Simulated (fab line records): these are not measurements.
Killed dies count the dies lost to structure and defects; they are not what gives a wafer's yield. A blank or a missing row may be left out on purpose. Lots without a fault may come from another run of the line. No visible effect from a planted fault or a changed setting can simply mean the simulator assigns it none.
fab line records	flow n5-finfet
record lots=4	wafers=12	last-day=17
route steps=1938 shown BEOL_M4@1099 BEOL_M5@1112 BEOL_M6@1257 PASSIVATION@1936
lots with no fault: from the same line, run without faults
start-h: start of the lot's first displayed wafer, in hours after the record's first day	wait-h: hours from the lot's prior step to this one	" unchanged from the row above	L1.1+2: several wafers, shown together as one row	- no value, or no start was given	* or withheld: withheld	< > ~ a bound
route shown NAME@n: a module of which the file shows steps, and the number in the route of the first	usual: average and standard deviation across the fault-free wafers	same: alike in all rows	chamber/n: place in a boat	sites: the reading at each site	_std_site: standard deviation across them	_edge_site: outer sites' mean less inner sites'	radius-mm: for every site, how far away it sits from the centre of the wafer	mask NAME#n: copy n	behind: the most recent tool/chamber to have shaped the wafer	hold: the reason the lot was held/the length of the hold in hours/how it ended	device: the transistor (n, p or np) that didn't switch	end of line: the same wafers' tests at the end of the route	a step with no rows: only its recipe	killed: not the wafer's yield, but the dies lost to structure and defects at the first sort	map: dies across one wafer; x = killed, . = not, _ = none there
set.NAME: the setting the step ran with; set.NAME@STEP: the setting that earlier step ran with	model.NAME: the simulator's own value behind a step, which no gauge read
lots at some steps of the route; a table a step, a row a wafer
services: from which hour (start-h, from the record's first day; less than 0 if before it) a tool's chamber was out of use, for how many hours, and why
## steps
# step N5_BEOL_M4_ANNEAL_95
# recipe temp-c=400	time-s=240	ambient=vacuum
# step N5_BEOL_M4_SPUTTER_96
# recipe material=Cu	target-thk-a=45	temp-c=-20	chamber-pressure-pa=0.07	power-w=withheld	time-s=8.29
# step N5_BEOL_M4_ECD_50
# recipe material=Cu	target-thk-a=3000
# step N5_BEOL_M4_ANNEAL_51
# recipe temp-c=225	time-s=90	ambient=N2
# step N5_BEOL_M4_CMP_52
# recipe stop-on=SiOC	t-overpolish-s=6.8	down-force-psi=1	platen-rpm=50	clearing-platen-down-force-psi=1.5	clearing-platen-rpm=50	post-cmp-clean=cu-alkaline	target-thk-nm=40	clearing-platen-pad-velocity-m-s=0.99484	pad-velocity-m-s=0.99484
# step N5_BEOL_M4_PRE_CLEAN_60
# recipe gas=NH3/H2	time-s=15	temp-c=*	rf-power-w=300
# step N5_BEOL_M4_CO_CAP_55
# recipe material=Co	target-thk-a=20	temp-c=200	precursor=CCTBA/H2	pressure-torr=30	time-s=102.1
# step N5_BEOL_M4_PRE_CLEAN_56
# recipe gas=NH3	time-s=15	temp-c=withheld	rf-power-w=300
# step N5_BEOL_M4_DEP_57
# recipe material=SiCN	target-thk-a=80	temp-c=withheld	precursor=3MS/NH3	pressure-torr=3	rf-w=202	time-s=14
# step N5_BEOL_M4_RC_MEAS_101
# usual DIBL_N=37.3/2.3	DIBL_P=37.4/2.9	IOFF_N=0.18/0.045	IOFF_P=0.25/0.054	ION_N=679/15	ION_P=468/9.7	SS_N=71.8/0.62	SS_P=73.6/0.76	VT_N=248/4.1	VT_P=-248/3.6
lot.wafer	tool	chamber	start-h	wait-h	DIBL_N[mV/V]	DIBL_P[mV/V]	IOFF_N[nA/um]	IOFF_P[nA/um]	ION_N[uA/um]	ION_P[uA/um]	SS_N[mV/dec]	SS_P[mV/dec]	VT_N[mV]	VT_P[mV]
L387.1	prober-02	0	217.87	0.0	36.9	37.5	0.17	0.22	681	476	71.2	73.7	252	-250
L387.4	"	0	"	"	39.8	41.5	0.23	0.31	696	481	72.6	74.1	246	-245
L387.6	"	0	"	"	37.7	37.9	0.17	0.23	679	464	71.3	73.6	251	-250
L397.1	prober-02	0	274.50	0.0	37.5	36.1	0.14	0.21	661	460	71.6	73.9	252	-252
L397.3	"	0	"	"	37.7	35.9	0.15	0.21	648	447	72.1	73.1	256	-251
L397.6	"	0	"	"	37.0	35.5	0.14	0.21	665	464	71.4	73.7	252	-252
L400.1	prober-01	0	300.52	0.0	35.7	35.9	0.15	0.20	665	462	71.9	72.8	253	-251
L400.3	"	0	"	"	38.5	39.3	0.19	0.26	687	470	72.2	74.0	247	-245
L400.6	"	0	"	"	37.6	38.3	0.18	0.24	690	468	72.0	74.0	247	-249
L401.1	prober-02	0	301.45	0.0	37.2	36.9	0.20	0.31	704	488	71.1	73.8	247	-243
L401.2	"	0	"	"	34.1	32.9	0.12	0.21	657	469	71.4	73.2	256	-249
L401.6	"	0	"	"	37.6	36.2	0.18	0.26	673	471	72.6	73.4	249	-246
# step N5_BEOL_M5_ILD_DEP_00
# recipe material=SiCOH_lowk	target-thk-a=1406.4	temp-c=300	precursor=DEMS/porogen	pressure-torr=5	rf-w=500	time-s=25.9
# step N5_BEOL_M5_CURE_79
# recipe temp-c=385	time-s=240	ambient=He/Ar	material=SiCOH_lowk
# step N5_BEOL_M5_PECVD_70
# recipe material=SiO2	target-thk-a=160	temp-c=400	precursor=TEOS/O2	pressure-torr=5.5	rf-w=450	teos-flow-sccm=53.8	gas=O2	flow-sccm=3000	time-s=18
# step N5_BEOL_M5_HM_DEP_02
# recipe material=TiN	target-thk-a=200	temp-c=25	chamber-pressure-pa=0.49996
# step N5_BEOL_M5_COAT_59
# recipe resist=SOC	temp-c=250	time-s=60	spin-rpm=1500	resist-thk-nm=60
# step N5_BEOL_M5_COAT_60
# recipe resist=SiARC	temp-c=220	time-s=60	spin-rpm=1500	resist-thk-nm=12
# step N5_BEOL_M5_COAT_71
# recipe resist=underlayer	temp-c=205	time-s=60	spin-rpm=1500	resist-thk-nm=5
# step N5_BEOL_M5_COAT_05
# recipe resist=CAR-EUV	spin-rpm=1500	resist-thk-nm=30
# step N5_BEOL_M5_EBR_07
# recipe solvent=PGMEA	ebr-width-mm=1.5
# step N5_BEOL_M5_SOFTBAKE_06
# recipe temp-c=110	time-s=60	resist=CAR-EUV
# step N5_BEOL_M5_EXPOSE_08
# recipe mask-id=M5	na=0.33	source-shape=annular	sigma-inner=0.4	sigma-outer=0.8	polarization=unpolarized	target-cd-nm=28	dose-mj=35.75
# step N5_BEOL_M5_PEB_09
# recipe peb-temp-c=100	peb-time-s=60	resist=CAR-EUV
# step N5_BEOL_M5_DEVELOP_10
# recipe develop-time-s=30	developer=TMAH	resist=CAR-EUV	rinse-liquid=surfactant-rinse	dry=air-spin	dev-temp-c=23
# step N5_BEOL_M5_DESCUM_16
# recipe chemistry=O2	time-s=7	source-power-w=50	bias-power-w=20	pressure-mtorr=20	rf-frequency-hz=2.712e+07	temp-c=40	resist=CAR-EUV	o2-flow-sccm=225
# step N5_BEOL_M5_ETCH_72
# recipe chemistry=N2/H2	target=underlayer	target-depth-a=65	mask-material=CAR-EUV	time-s=5.2	ion-energy-ev=200	pressure-mtorr=30	source-w=840	bias-w=150	n2-flow-sccm=200	h2-flow-sccm=200	ends=cleared
# step N5_BEOL_M5_ETCH_61
# recipe chemistry=CF4	target=SiARC	target-depth-a=156	mask-material=CAR-EUV	time-s=26	ion-energy-ev=80	pressure-mtorr=40	source-w=545	bias-w=36	Ar_flow_sccm=100	cf4-flow-sccm=100	ends=cleared
# step N5_BEOL_M5_ETCH_62
# recipe chemistry=N2/H2	target=SOC	target-depth-a=750	overetch-a=150	mask-material=SiARC	temp-c=40	time-s=112.5	ion-energy-ev=200	pressure-mtorr=30	source-w=840	bias-w=150	n2-flow-sccm=200	h2-flow-sccm=200
# step N5_BEOL_M5_STRIP_63
# recipe chemistry=N2/H2	temp-c=40	n2-flow-sccm=200	h2-flow-sccm=200	rf-frequency-hz=6e+07
# step N5_BEOL_M5_STRIP_73
# recipe chemistry=N2/H2	temp-c=40	n2-flow-sccm=200	h2-flow-sccm=200	rf-frequency-hz=6e+07
# step N5_BEOL_M5_STRIP_64
# recipe chemistry=CF4	resist=SiARC	power-w=300	bias-power-w=75	pressure-mtorr=50	cf4-flow-sccm=150	rf-frequency-hz=6e+07
# step N5_BEOL_M5_HM_OPEN_17
# recipe chemistry=Cl2/BCl3	target-depth-a=200	overetch-a=60	target=TiN	mask-material=SOC	ion-energy-ev=150	pressure-mtorr=10	icp-w=1000	bias-w=126	Cl2_flow_sccm=53.25	bcl3-flow-sccm=21.75	Ar_flow_sccm=25
# step N5_BEOL_M5_STRIP_19
# recipe chemistry=O2	power-w=400	temp-c=40	pressure-mtorr=30	rf-frequency-hz=6e+07	bias-power-w=0	overash-fraction=0.2	o2-flow-sccm=225
# step N5_BEOL_M5_COAT_65
# recipe resist=SOC	temp-c=250	time-s=60	spin-rpm=1500	resist-thk-nm=60
# step N5_BEOL_M5_COAT_66
# recipe resist=SiARC	temp-c=220	time-s=60	spin-rpm=1500	resist-thk-nm=12
# step N5_BEOL_M6_CMP_52
# recipe stop-on=SiCOH_lowk	t-overpolish-s=6.9	down-force-psi=1	platen-rpm=50	clearing-platen-down-force-psi=1.5	clearing-platen-rpm=50	post-cmp-clean=cu-alkaline	target-thk-nm=80	clearing-platen-pad-velocity-m-s=0.99484	pad-velocity-m-s=0.99484
# usual barrier-field-endpoint-s=29.2/0.84	clearing-platen-down-force-psi=1.500/0.0031	motor-current-A=6.2/0.38	overpolish-run-s=6.899/0.009	time-to-endpoint-s=64/3.2
lot.wafer	tool	chamber	start-h	wait-h	barrier-field-endpoint-s	clearing-platen-down-force-psi	motor-current-A	overpolish-run-s	time-to-endpoint-s
L387.4	cmp-02	2	238.87	0.1	28.8	1.500	6.4	6.902	63
L387.1	"	1	"	"	29.6	1.505	6.7	6.900	65
L387.6	"	3	"	"	29.2	1.504	5.6	6.887	62
L397.3	cmp-02	1	296.17	0.2	46.8	1.499	6.7	0.037	82
L397.1	"	2	"	"	46.8	1.500	6.4	0.037	82
L397.6	"	0	"	"	46.8	1.498	6.6	0.045	81
L401.1	cmp-01	0	321.07	0.3	28.5	1.499	6.0	6.889	62
L401.2	"	2	"	"	28.3	1.500	5.4	6.908	61
L401.6	"	0	"	"	28.8	1.499	6.0	6.898	62
L400.1	cmp-02	3	321.24	0.3	46.7	1.505	5.4	0.047	82
L400.3	"	0	"	"	46.7	1.501	6.6	0.035	82
L400.6	"	2	"	"	46.7	1.496	6.7	0.053	80
# step N5_BEOL_M6_THK_MEAS_53
# recipe thk-meas-gauge=xrf	reads=Cu_of_BEOL_M6_ECD_50
# usual M6_THK=80.4/2.6
lot.wafer	tool	chamber	start-h	wait-h	M6_THK[nm]
L387.1	film-metro-01	-	239.17	-	83.2
L387.4	"	-	"	"	80.5
L387.6	"	-	"	"	81.4
L397.1	film-metro-02	-	296.43	-	180.0
L397.3	"	-	"	"	200.3
L397.6	"	-	"	"	190.5
L401.1	film-metro-01	-	321.32	-	79.5
L401.2	"	-	"	"	79.9
L401.6	"	-	"	"	81.7
L400.1	film-metro-01	-	321.50	-	179.8
L400.3	"	-	"	"	202.0
L400.6	"	-	"	"	181.0
# step N5_BEOL_M6_INSPECT_58
# recipe inspect-instrument=darkfield	mode=post-dep
# usual raw-defect-count=79/22
lot.wafer	tool	chamber	start-h	wait-h	raw-defect-count
L387.1	defect-inspect-02	-	239.32	0.0	67
L387.4	"	-	"	"	59
L387.6	"	-	"	"	48
L397.1	defect-inspect-02	-	296.61	0.0	1398
L397.3	"	-	"	"	1392
L397.6	"	-	"	"	1359
L401.1	defect-inspect-02	-	321.48	0.0	95
L401.2	"	-	"	"	92
L401.6	"	-	"	"	64
L400.1	defect-inspect-01	-	321.65	0.0	1337
L400.3	"	-	"	"	1368
L400.6	"	-	"	"	1449
# step N5_PASSIVATION_PROBE_49
# usual defect-limited-yield=91.3/1.5	killed_at_M0_to_M3=35/8.7	killed_at_M4_up=14/5.5	killed-at-contacts=11/5.6	killed-at-front-end=39/13	killed-at-other=3.7/2.2	killed-dies=103/18	killed-on-rim=14/4.4	killed-open=69/14	killed-short=33/7.8	sort_bin_5_function=5.1/0.99	sort_bin_6_memory=3.3/0.67	sort-n-pass=1077/18	sort-yield-pct=91.2/1.5
# same gross-dies=1180	killed-at-back-side=0	sort_bin_4_leakage[%]=0	sort_bin_8_speed[%]=0
lot.wafer	tool	chamber	start-h	wait-h	defect-limited-yield[%]	killed_at_M0_to_M3	killed_at_M4_up	killed-at-contacts	killed-at-front-end	killed-at-other	killed-dies	killed-on-rim	killed-open	killed-short	sort_bin_5_function[%]	sort_bin_6_memory[%]	sort-n-pass	sort-yield-pct[%]
L387.1	prober-01	-	325.63	0.0	93.6	20	7	3	41	5	76	8	44	32	4.0	2.3	1104	93.6
L387.4	prober-01	-	325.78	0.2	91.9	27	16	6	45	2	96	12	55	41	4.9	3.1	1084	91.9
L387.6	prober-01	-	325.88	0.3	93.3	15	9	6	45	4	79	10	47	30	4.1	2.5	1101	93.3
L397.1	prober-02	-	381.72	0.0	0	37	1078	15	48	2	1180	152	83	24	5.7	3.4	0	0
L397.3	prober-02	-	381.82	0.1	0	37	1084	10	44	5	1180	152	68	44	5.0	4.1	0	0
L397.6	prober-02	-	381.97	0.3	0	58	1065	11	43	3	1180	152	100	34	6.8	4.3	0	0
L401.1	prober-01	-	404.94	0.0	89.7	42	17	18	43	1	121	22	71	48	6.6	3.4	1059	89.7
L401.2	prober-01	-	404.99	0.1	89.5	44	13	22	45	0	124	15	83	41	6.8	3.5	1056	89.5
L401.6	prober-01	-	405.19	0.3	89.0	46	24	10	49	1	130	19	79	50	6.4	4.0	1050	89.0
L400.1	prober-02	-	415.37	0.0	0	26	1117	5	28	4	1180	152	60	21	4.3	2.5	0	0
L400.3	prober-02	-	415.47	0.1	0	35	1094	16	30	5	1180	152	72	33	5.3	3.1	0	0
L400.6	prober-02	-	415.62	0.3	0	25	1094	18	36	7	1180	152	76	29	5.1	3.5	0	0
# killed by level:class
L387.1 STI_FIN_REVEAL:geometric-particle:open=10 FIN_SAQP:geometric-particle:short=8 GATE_CUT:geometric-particle:short=5 BEOL_M0_SAQP:geometric-particle:short=5 BEOL_M1:geometric-particle:open=5 BEOL_M4:geometric-particle:open=5 DUMMY_GATE:geometric-particle:open=4 FIN_SAQP:geometric-particle:open=3
L387.4 BEOL_M4:geometric-particle:open=9 STARTING-WAFER:geometric-particle:short=8 FIN_SAQP:geometric-particle:short=7 STI_FIN_REVEAL:geometric-particle:open=7 BEOL_M3:geometric-particle:open=6 FIN_SAQP:geometric-particle:open=5 MOL_CONTACT_COAG:geometric-particle:open=5 BEOL_M1:geometric-particle:open=5
L387.6 FIN_SAQP:geometric-particle:open=13 STI_FIN_REVEAL:geometric-particle:open=7 GATE_CUT:geometric-particle:short=7 MOL_CONTACT_COAG:geometric-particle:open=6 BEOL_M0_SAQP:geometric-particle:short=6 FIN_SAQP:geometric-particle:short=5 GATE_CUT:geometric-particle:open=4 BEOL_M3:geometric-particle:open=3
L397.1 BEOL_M6:area-cmp=1073 STI_FIN_REVEAL:geometric-particle:open=16 MOL_CONTACT_COAG:geometric-particle:open=14 BEOL_M3:geometric-particle:open=11 BEOL_M2:geometric-particle:open=10 FIN_SAQP:geometric-particle:open=9 ILD0:geometric-particle:open=5 DUMMY_GATE:geometric-particle:open=4
L397.3 BEOL_M6:area-cmp=1067 BEOL_M3:geometric-particle:open=12 BEOL_M2:geometric-particle:open=10 ILD0:geometric-particle:short=7 MOL_CONTACT_COAG:geometric-particle:open=7 STI_FIN_REVEAL:geometric-particle:open=6 BEOL_M4:geometric-particle:short=6 DUMMY_GATE:geometric-particle:open=5
L397.6 BEOL_M6:area-cmp=1044 BEOL_M3:geometric-particle:open=13 BEOL_M1:geometric-particle:open=13 BEOL_M0_SAQP:geometric-particle:open=11 STI_FIN_REVEAL:geometric-particle:open=10 MOL_CONTACT_COAG:geometric-particle:open=10 BEOL_M0_SAQP:geometric-particle:short=9 BEOL_M2:geometric-particle:open=6
L401.1 MOL_CONTACT_COAG:geometric-particle:open=14 STI_FIN_REVEAL:geometric-particle:open=11 BEOL_M3:geometric-particle:short=10 FIN_SAQP:geometric-particle:open=9 BEOL_M0_SAQP:geometric-particle:short=7 GATE_CUT:geometric-particle:short=6 BEOL_M0_SAQP:geometric-particle:open=6 BEOL_M3:geometric-particle:open=6
L401.2 BEOL_M0_SAQP:geometric-particle:open=19 MOL_CONTACT_COAG:geometric-particle:open=18 FIN_SAQP:geometric-particle:short=11 FIN_SAQP:geometric-particle:open=10 BEOL_M0_SAQP:geometric-particle:short=10 BEOL_M4:geometric-particle:open=10 STI_FIN_REVEAL:geometric-particle:open=7 MOL_CONTACT_COAG:geometric-particle:short=4
L401.6 BEOL_M0_SAQP:geometric-particle:short=14 FIN_SAQP:geometric-particle:short=12 FIN_SAQP:geometric-particle:open=12 STI_FIN_REVEAL:geometric-particle:open=12 BEOL_M0_SAQP:geometric-particle:open=11 BEOL_M4:geometric-particle:open=10 BEOL_M3:geometric-particle:open=8 MOL_CONTACT_COAG:geometric-particle:open=6
L400.1 BEOL_M6:area-cmp=1098 BEOL_M4:geometric-particle:open=12 STI_FIN_REVEAL:geometric-particle:open=7 BEOL_M0_SAQP:geometric-particle:open=6 BEOL_M0_SAQP:geometric-particle:short=5 BEOL_M1:geometric-particle:open=5 FIN_SAQP:geometric-particle:open=4 DUMMY_GATE:geometric-particle:open=4
L400.3 BEOL_M6:area-cmp=1075 MOL_CONTACT_COAG:geometric-particle:open=13 BEOL_M3:geometric-particle:open=8 GATE_CUT:geometric-particle:short=8 BEOL_M0_SAQP:geometric-particle:open=8 BEOL_M4:geometric-particle:open=8 BEOL_M0_SAQP:geometric-particle:short=7 STI_FIN_REVEAL:geometric-particle:open=6
L400.6 BEOL_M6:area-cmp=1073 STI_FIN_REVEAL:geometric-particle:open=19 BEOL_M4:geometric-particle:open=11 MOL_CONTACT_COAG:geometric-particle:open=11 DUMMY_GATE:geometric-particle:open=7 MOL_CONTACT_COAG:geometric-particle:short=7 BEOL_M3:geometric-particle:open=7 BEOL_M5:geometric-particle:open=5
# map L397.1 (x killed, . not)
_________________xxxxxxxxxxxx________________
______________xxxxxxxxxxxxxxxxxx_____________
___________xxxxxxxxxxxxxxxxxxxxxxxx__________
__________xxxxxxxxxxxxxxxxxxxxxxxxxx_________
________xxxxxxxxxxxxxxxxxxxxxxxxxxxxxx_______
_______xxxxxxxxxxxxxxxxxxxxxxxxxxxxxxxx______
______xxxxxxxxxxxxxxxxxxxxxxxxxxxxxxxxxx_____
_____xxxxxxxxxxxxxxxxxxxxxxxxxxxxxxxxxxxx____
____xxxxxxxxxxxxxxxxxxxxxxxxxxxxxxxxxxxxxx___
___xxxxxxxxxxxxxxxxxxxxxxxxxxxxxxxxxxxxxxxx__
___xxxxxxxxxxxxxxxxxxxxxxxxxxxxxxxxxxxxxxxx__
__xxxxxxxxxxxxxxxxxxxxxxxxxxxxxxxxxxxxxxxxxx_
__xxxxxxxxxxxxxxxxxxxxxxxxxxxxxxxxxxxxxxxxxx_
_xxxxxxxxxxxxxxxxxxxxxxxxxxxxxxxxxxxxxxxxxxxx
_xxxxxxxxxxxxxxxxxxxxxxxxxxxxxxxxxxxxxxxxxxxx
_xxxxxxxxxxxxxxxxxxxxxxxxxxxxxxxxxxxxxxxxxxxx
_xxxxxxxxxxxxxxxxxxxxxxxxxxxxxxxxxxxxxxxxxxxx
_xxxxxxxxxxxxxxxxxxxxxxxxxxxxxxxxxxxxxxxxxxxx
_xxxxxxxxxxxxxxxxxxxxxxxxxxxxxxxxxxxxxxxxxxxx
_xxxxxxxxxxxxxxxxxxxxxxxxxxxxxxxxxxxxxxxxxxxx
_xxxxxxxxxxxxxxxxxxxxxxxxxxxxxxxxxxxxxxxxxxxx
__xxxxxxxxxxxxxxxxxxxxxxxxxxxxxxxxxxxxxxxxxx_
__xxxxxxxxxxxxxxxxxxxxxxxxxxxxxxxxxxxxxxxxxx_
___xxxxxxxxxxxxxxxxxxxxxxxxxxxxxxxxxxxxxxxx__
___xxxxxxxxxxxxxxxxxxxxxxxxxxxxxxxxxxxxxxxx__
____xxxxxxxxxxxxxxxxxxxxxxxxxxxxxxxxxxxxxx___
_____xxxxxxxxxxxxxxxxxxxxxxxxxxxxxxxxxxxx____
______xxxxxxxxxxxxxxxxxxxxxxxxxxxxxxxxxx_____
_______xxxxxxxxxxxxxxxxxxxxxxxxxxxxxxxx______
________xxxxxxxxxxxxxxxxxxxxxxxxxxxxxx_______
__________xxxxxxxxxxxxxxxxxxxxxxxxxx_________
___________xxxxxxxxxxxxxxxxxxxxxxxx__________
______________xxxxxxxxxxxxxxxxxx_____________
_________________xxxxxxxxxxxx________________
# map L400.1 (x killed, . not)
_________________xxxxxxxxxxxx________________
______________xxxxxxxxxxxxxxxxxx_____________
___________xxxxxxxxxxxxxxxxxxxxxxxx__________
__________xxxxxxxxxxxxxxxxxxxxxxxxxx_________
________xxxxxxxxxxxxxxxxxxxxxxxxxxxxxx_______
_______xxxxxxxxxxxxxxxxxxxxxxxxxxxxxxxx______
______xxxxxxxxxxxxxxxxxxxxxxxxxxxxxxxxxx_____
_____xxxxxxxxxxxxxxxxxxxxxxxxxxxxxxxxxxxx____
____xxxxxxxxxxxxxxxxxxxxxxxxxxxxxxxxxxxxxx___
___xxxxxxxxxxxxxxxxxxxxxxxxxxxxxxxxxxxxxxxx__
___xxxxxxxxxxxxxxxxxxxxxxxxxxxxxxxxxxxxxxxx__
__xxxxxxxxxxxxxxxxxxxxxxxxxxxxxxxxxxxxxxxxxx_
__xxxxxxxxxxxxxxxxxxxxxxxxxxxxxxxxxxxxxxxxxx_
_xxxxxxxxxxxxxxxxxxxxxxxxxxxxxxxxxxxxxxxxxxxx
_xxxxxxxxxxxxxxxxxxxxxxxxxxxxxxxxxxxxxxxxxxxx
_xxxxxxxxxxxxxxxxxxxxxxxxxxxxxxxxxxxxxxxxxxxx
_xxxxxxxxxxxxxxxxxxxxxxxxxxxxxxxxxxxxxxxxxxxx
_xxxxxxxxxxxxxxxxxxxxxxxxxxxxxxxxxxxxxxxxxxxx
_xxxxxxxxxxxxxxxxxxxxxxxxxxxxxxxxxxxxxxxxxxxx
_xxxxxxxxxxxxxxxxxxxxxxxxxxxxxxxxxxxxxxxxxxxx
_xxxxxxxxxxxxxxxxxxxxxxxxxxxxxxxxxxxxxxxxxxxx
__xxxxxxxxxxxxxxxxxxxxxxxxxxxxxxxxxxxxxxxxxx_
__xxxxxxxxxxxxxxxxxxxxxxxxxxxxxxxxxxxxxxxxxx_
___xxxxxxxxxxxxxxxxxxxxxxxxxxxxxxxxxxxxxxxx__
___xxxxxxxxxxxxxxxxxxxxxxxxxxxxxxxxxxxxxxxx__
____xxxxxxxxxxxxxxxxxxxxxxxxxxxxxxxxxxxxxx___
_____xxxxxxxxxxxxxxxxxxxxxxxxxxxxxxxxxxxx____
______xxxxxxxxxxxxxxxxxxxxxxxxxxxxxxxxxx_____
_______xxxxxxxxxxxxxxxxxxxxxxxxxxxxxxxx______
________xxxxxxxxxxxxxxxxxxxxxxxxxxxxxx_______
__________xxxxxxxxxxxxxxxxxxxxxxxxxx_________
___________xxxxxxxxxxxxxxxxxxxxxxxx__________
______________xxxxxxxxxxxxxxxxxx_____________
_________________xxxxxxxxxxxx________________
## services
tool	chamber	start-h	hours	kind
cmp-02	-	223.84	3.7	repair
cmp-02	-	287.59	5.1	pm
cmp-01	-	291.90	4.0	pm
cmp-02	-	295.00	0.6	repair
cmp-01	-	295.90	-	consumable-replace:conditioner
cmp-01	-	295.90	-	consumable-replace:pad
## key
first-sign step=N5_BEOL_M6_CMP_52	reading=overpolish-run-s	direction=down	sigmas=99+	usual=6.899	struck=0.042
effect step=N5_BEOL_M6_CMP_52	reading=barrier-field-endpoint-s	direction=up	sigmas=21	usual=29.2	struck=46.8
effect step=N5_BEOL_M6_THK_MEAS_53	reading=M6_THK	direction=up	sigmas=42	usual=80.4	struck=188.9
effect step=N5_BEOL_M6_INSPECT_58	reading=raw-defect-count	direction=up	sigmas=60	usual=79	struck=1384
effect step=N5_PASSIVATION_PROBE_49	reading=killed_at_M4_up	direction=up	sigmas=99+	usual=14	struck=1089
more-kills-born-at N5_BEOL_M6_CMP_52@cmp-02=6430
met-at N5_BEOL_M6_CMP_52
struck-wafers L397.1,L397.3,L397.6,L400.1,L400.3,L400.6
later-rows-left-out L397.1,L397.3,L397.6,L400.1,L400.3,L400.6
onset-between 238.87 296.17
fault kind=process-parameter-drift	tool=cmp-02	chamber=-	onset-h=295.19	steps=N5_BEOL_M6_CMP_52	channel=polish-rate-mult	offset=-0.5	shape=step	end-h=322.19
# later-rows-left-out: the simulator's readings of these wafers behind a module that went badly wrong aren't trusted and aren't shown, but for the sort
